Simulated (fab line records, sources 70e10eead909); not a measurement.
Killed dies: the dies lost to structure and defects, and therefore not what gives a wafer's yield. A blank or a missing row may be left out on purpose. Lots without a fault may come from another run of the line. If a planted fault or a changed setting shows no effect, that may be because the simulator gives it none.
Matching of chambers	flow nand harc	rie diel-04 running NHARC_A_CONTACT_ETCH_90: 4 sister chambers
The step etches the open film in CH3F/O2, target depth 40 nm, time 85.7 s. 18 wafers are shown with their chamber, then 9 later ones without.

== EACH WAFER AND ITS CHAMBER ==
wafer	chamber	showerhead plenum p Torr (Torr)	rf vpp V (V)	throttle valve pct (%)
L074.1	1	2.48	244.5	20.664
L074.5	1	2.48	244.4	20.653
L074.6	2	2.47	245.2	20.675
L079.1	1	2.47	243.7	20.668
L079.2	2	2.47	244.5	20.673
L079.3	0	2.34	242.7	20.672
L079.4	3	2.61	248.2	20.669
L079.5	1	2.47	244.2	20.656
L079.6	0	2.34	242.9	20.664
L084.2	1	2.47	244.3	20.641
L084.4	0	2.34	242.1	20.662
L084.5	0	2.34	243.1	20.670
L083.2	1	2.47	245.7	20.665
L083.3	3	2.61	246.8	20.664
L083.5	2	2.46	244.1	20.668
L089.2	2	2.46	246.4	20.656
L089.4	0	2.34	242.7	20.667
L089.5	2	2.46	244.1	20.655

SIGNATURES, as means of the wafers listed above
reading	chamber 0	chamber 1	chamber 2	chamber 3	scatter within a chamber
showerhead plenum p Torr	2.3400	2.4733	2.4640	2.6100	0.00425
rf vpp V	242.700	244.467	244.860	247.500	0.733
throttle valve pct	20.66700	20.65783	20.66540	20.66650	0.00818
Rule: for a wafer and a chamber, the distance is found by dividing, reading by reading, the gap between the wafer's reading and the chamber's mean by the reading's scatter, squaring, summing and taking the root. If the next closest chamber is less than 2 further off than the closest, the wafer can't be placed; otherwise it belongs to the closest. The scatter: take each reading less its chamber's mean, square it, sum over the shown wafers, divide by the number of wafers less the number of chambers, and take the root.

== WAFERS MISSING THEIR CHAMBER ==
wafer	showerhead plenum p Torr (Torr)	rf vpp V (V)	throttle valve pct (%)
L091.4	2.61	247.0	20.667
L091.5	2.33	243.7	20.662
L091.6	2.47	244.2	20.675
L086.1	2.60	246.0	20.660
L086.3	2.45	243.8	20.657
L086.5	2.46	242.6	20.661
L097.1	2.33	242.6	20.657
L097.2	2.60	247.2	20.666
L097.6	2.60	246.5	20.651

== CHAMBER TAKEN BY EACH ==
wafer	from the rows above	in truth
L091.4	3	3
L091.5	0	0
L091.6	can't be placed: 2 or 1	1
L086.1	3	3
L086.3	can't be placed: 2 or 1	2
L086.5	can't be placed: 2 or 1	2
L097.1	0	0
L097.2	3	3
L097.6	3	3
Correctly placed: 6 of 9. From these rows, 3 cannot be placed; in 3 the true chamber is one of the candidates. Number placed wrongly: 0.
